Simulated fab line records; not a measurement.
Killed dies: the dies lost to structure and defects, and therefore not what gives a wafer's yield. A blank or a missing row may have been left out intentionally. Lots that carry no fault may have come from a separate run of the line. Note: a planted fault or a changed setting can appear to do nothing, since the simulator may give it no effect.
Split-lot study + flow n5 finfet + route with 1938 steps; 7 lots, 39 wafers read

SPLIT DETAILS
At N5_FIN_SAQP_SPACER2_ALD_28 (deposits SiO2, target thk 8.1 nm, pulse time 1 s, purge time 2 s), the setting target thk a was moved away from the recipe's 81 angstrom on 9 of the 39 wafers read, by -19.2% to +20.8%. For the rest of the wafers, this setting stayed at what the recipe calls for.

FROM THE SPLIT TO THE READING: what the file shows between them, 9 steps
- N5_FIN_SAQP_SPACER2_ETCHBACK_29: etches SiO2 in CHF3/O2, target depth 12.2 nm, time 6.1 s
- N5_FIN_SAQP_MANDREL2_REMOVE_60: chemistry HBr/Cl2/O2, target a-Si, stops on SiNx, bt time 10 s
- N5_FIN_SAQP_CD_MEAS_31: target cd 8 nm
- N5_FIN_SAQP_HM_OPEN_33: chemistry CH3F/O2, target SiNx, target depth 49.4 nm, time 70.6 s
- N5_FIN_SAQP_ETCH_34: etches SiO2 in C4F6/O2, target depth 45 nm, time 15 s
- N5_FIN_SAQP_STRIP_77: strips in N2/H2, time 90 s
- N5_FIN_SAQP_HM_CD_35: target cd 8 nm
- N5_FIN_SAQP_ETCH_64: etches SiO2 in CF4, target depth 1.5 nm
- N5_FIN_SAQP_FIN_ETCH_36: etches the open film in HBr/Cl2/O2, target depth 120 nm, time 50.4 s

THE READING
Shown in nm: cd nm at N5_FIN_SAQP_CD_MEAS_37, with target cd 8 nm. Fault-free wafers of this fab line usually give 8.11 nm, standard deviation 0.24 nm.

| wafer  | tool, chamber at the split | target thk a as run, angstrom | against the recipe | cd nm, nm | against lot-mates on the recipe |
|--------|----------------------------|-------------------------------|--------------------|-----------|---------------------------------|
| L075.1 | ald sin-04, 1,0,2          | 97.85                         | +20.8%             | 9.92      | +1.82                           |
| L075.2 | ald sin-04, 1,0,2          | 97.85                         | +20.8%             | 10.01     | +1.91                           |
| L075.3 | ald sin-04, 1,0,2          | 97.85                         | +20.8%             | 9.99      | +1.89                           |
| L075.4 | ald sin-04, 3,2,3          | 81                            | recipe             | 8.21      | -                               |
| L075.5 | ald sin-04, 3,2,3          | 81                            | recipe             | 7.79      | -                               |
| L075.6 | ald sin-04, 3,2,3          | 81                            | recipe             | 8.29      | -                               |
| L079.1 | ald sin-03, 0,3            | 81                            | recipe             | 8.17      | -                               |
| L079.2 | ald sin-03, 2,1,0,1        | 81                            | recipe             | 8.36      | -                               |
| L079.3 | ald sin-03, 0,3            | 81                            | recipe             | 7.76      | -                               |
| L079.4 | ald sin-03, 2,1,0,1        | 81                            | recipe             | 8.31      | -                               |
| L079.5 | ald sin-03, 2,1,0,1        | 81                            | recipe             | 8.02      | -                               |
| L079.6 | ald sin-03, 2,1,0,1        | 81                            | recipe             | 8.20      | -                               |
| L082.1 | ald sin-02, 2,1,1,0        | 81                            | recipe             | 7.93      | -                               |
| L082.2 | ald sin-02, 0,3            | 81                            | recipe             | 8.02      | -                               |
| L082.3 | ald sin-02, 2,1,1,0        | 81                            | recipe             | 7.82      | -                               |
| L082.4 | ald sin-02, 0,3            | 81                            | recipe             | 8.21      | -                               |
| L082.5 | ald sin-02, 2,1,1,0        | 81                            | recipe             | 8.10      | -                               |
| L082.6 | ald sin-02, 2,1,1,0        | 81                            | recipe             | 8.13      | -                               |
| L084.4 | ald sin-03, 2,1,0          | 81                            | recipe             | 8.20      | -                               |
| L084.5 | ald sin-03, 2,1,0          | 81                            | recipe             | 8.24      | -                               |
| L084.6 | ald sin-03, 2,1,0          | 81                            | recipe             | 8.60      | -                               |
| L085.1 | ald sin-02, 2,1,3          | 81                            | recipe             | 8.01      | -                               |
| L085.2 | ald sin-02, 0,3,2          | 65.42                         | -19.2%             | 6.85      | -1.03                           |
| L085.3 | ald sin-02, 0,3,2          | 65.42                         | -19.2%             | 7.00      | -0.88                           |
| L085.4 | ald sin-02, 2,1,3          | 81                            | recipe             | 7.96      | -                               |
| L085.5 | ald sin-02, 0,3,2          | 65.42                         | -19.2%             | 6.61      | -1.27                           |
| L085.6 | ald sin-02, 2,1,3          | 81                            | recipe             | 7.66      | -                               |
| L087.1 | ald sin-02, 1,3,3          | 81                            | recipe             | 7.94      | -                               |
| L087.2 | ald sin-02, 0,2,2          | 94.63                         | +16.8%             | 9.46      | +1.33                           |
| L087.3 | ald sin-02, 1,3,3          | 81                            | recipe             | 8.60      | -                               |
| L087.4 | ald sin-02, 0,2,2          | 94.63                         | +16.8%             | 9.86      | +1.73                           |
| L087.5 | ald sin-02, 1,3,3          | 81                            | recipe             | 7.84      | -                               |
| L087.6 | ald sin-02, 0,2,2          | 94.63                         | +16.8%             | 9.48      | +1.35                           |
| L096.1 | ald sin-03, 3,0,1          | 81                            | recipe             | 8.68      | -                               |
| L096.2 | ald sin-03, 3,0,1          | 81                            | recipe             | 7.79      | -                               |
| L096.3 | ald sin-03, 1,2,2          | 81                            | recipe             | 7.97      | -                               |
| L096.4 | ald sin-03, 1,2,2          | 81                            | recipe             | 8.03      | -                               |
| L096.5 | ald sin-03, 3,0,1          | 81                            | recipe             | 8.12      | -                               |
| L096.6 | ald sin-03, 1,2,2          | 81                            | recipe             | 7.77      | -                               |
Where a row lists several chambers, the file gives one row for several wafers and doesn't say which wafer went through which chamber.

FIT RESULTS
A straight line over all 39 wafers: cd nm changes by +0.0811 nm for each +1% of target thk a; r = +0.95; the points scatter about the line by 0.26 nm.
The same after taking each lot's own level away (the mean of its wafers on the recipe; 39 wafers): +0.0763 nm for each +1%; r = +0.94; scatter 0.26 nm.
That fit puts the effect of the largest move of target thk a on the reading at 1.6 nm.
From 7.877 to 8.347 nm: that is the span of the lots' own levels, equal to 2.0 times the standard deviation above.
The two slopes agree, so the slope changes little with the lot-to-lot level.
Check: with one of the wafers moved furthest among these (+20.8%) left out of the fit, the line predicts +1.63 nm for it against its lot-mates. It came out at +1.82 nm against them.

THE WHOLE CHAIN: every reading that the file lists as answering this split, in the file's order
| step                           | what it does                                                      | reading                                                                                 | change (the file's fit)                | r (the file's) |
|--------------------------------|-------------------------------------------------------------------|-----------------------------------------------------------------------------------------|----------------------------------------|----------------|
| N5_FIN_SAQP_SPACER2_ALD_28     | deposits SiO2, target thk 8.1 nm, pulse time 1 s, purge time 2 s  | SiO2_of_FIN_SAQP_SPACER2_ALD_28.thk nm (the simulator's own value, which no gauge read) | +0.0807 nm for each +1% of the setting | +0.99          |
| N5_FIN_SAQP_MANDREL2_REMOVE_60 | chemistry HBr/Cl2/O2, target a-Si, stops on SiNx, bt time 10 s    | FIN_SAQP.cd nm (the simulator's own value, which no gauge read)                         | +0.0786 nm for each +1% of the setting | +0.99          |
| N5_FIN_SAQP_CD_MEAS_31         | target cd 8 nm                                                    | cd nm                                                                                   | +0.0866 nm for each +1% of the setting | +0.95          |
| N5_FIN_SAQP_HM_OPEN_33         | chemistry CH3F/O2, target SiNx, target depth 49.4 nm, time 70.6 s | FIN_SAQP.cd nm (the simulator's own value, which no gauge read)                         | +0.081 nm for each +1% of the setting  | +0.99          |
| N5_FIN_SAQP_HM_CD_35           | target cd 8 nm                                                    | cd nm                                                                                   | +0.0854 nm for each +1% of the setting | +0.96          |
| N5_FIN_SAQP_ETCH_64            | etches SiO2 in CF4, target depth 1.5 nm                           | FIN_SAQP.cd nm (the simulator's own value, which no gauge read)                         | +0.0819 nm for each +1% of the setting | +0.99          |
| N5_FIN_SAQP_CD_MEAS_37         | target cd 8 nm                                                    | cd nm                                                                                   | +0.0774 nm for each +1% of the setting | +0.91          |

THE FILE'S OWN FIT
cd nm changes by +0.0774 nm for each +1% of target thk a, r = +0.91.
